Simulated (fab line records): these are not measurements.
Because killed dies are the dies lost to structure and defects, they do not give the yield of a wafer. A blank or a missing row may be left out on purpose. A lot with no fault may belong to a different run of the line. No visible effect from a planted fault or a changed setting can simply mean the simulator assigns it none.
Chamber matching :: flow nand-harc :: 4 sister chambers for NHARC_A_CHANNEL_FILL_D1_ALD_14 on ald-hk-03
The step deposits SiO2, target thk 2.5 nm, pulse time 10 s, ald cycles 25. 4 wafers are shown with their chamber, then 7 later ones without.

WAFERS PAIRED WITH THEIR CHAMBERS
wafer: L724.1
chamber: 1
heater-power-w (W): 529

wafer: L724.3
chamber: 0
heater-power-w (W): 407

wafer: L723.2
chamber: 2
heater-power-w (W): 463

wafer: L723.3
chamber: 3
heater-power-w (W): 450

WAFERS WITHOUT THEIR CHAMBER
wafer: L723.4
heater-power-w (W): 427

wafer: L735.1
heater-power-w (W): 453

wafer: L735.3
heater-power-w (W): 409

wafer: L735.4
heater-power-w (W): 452

wafer: L734.2
heater-power-w (W): 424

wafer: L734.3
heater-power-w (W): 529

wafer: L734.4
heater-power-w (W): 470

WHICH CHAMBER EACH ONE RAN IN
wafer: L723.4
from the rows above: can't be placed: 0 or 3 or 2
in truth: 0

wafer: L735.1
from the rows above: can't be placed: 3 or 2
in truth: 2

wafer: L735.3
from the rows above: 0
in truth: 0

wafer: L735.4
from the rows above: can't be placed: 3 or 2
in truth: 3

wafer: L734.2
from the rows above: can't be placed: 0 or 3
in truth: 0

wafer: L734.3
from the rows above: 1
in truth: 1

wafer: L734.4
from the rows above: can't be placed: 2 or 3
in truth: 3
Correct placement for 2 of the 7. From these rows, 5 cannot be placed; in 5 the true chamber is one of the candidates. 0 placed wrongly.
How it was worked out, from the rows above alone: a wafer's distance from a chamber is the root of the sum, over the readings, of the square of ((its reading less the chamber's mean) divided by the reading's scatter). If the next closest chamber is less than 2 further off than the closest, the wafer can't be placed; otherwise it belongs to the closest. A chamber's mean is the mean of its shown wafers. The scatter (one wafer shown for each chamber): square how far every hidden wafer sits from the nearest shown wafer, average those squares and take the square root.
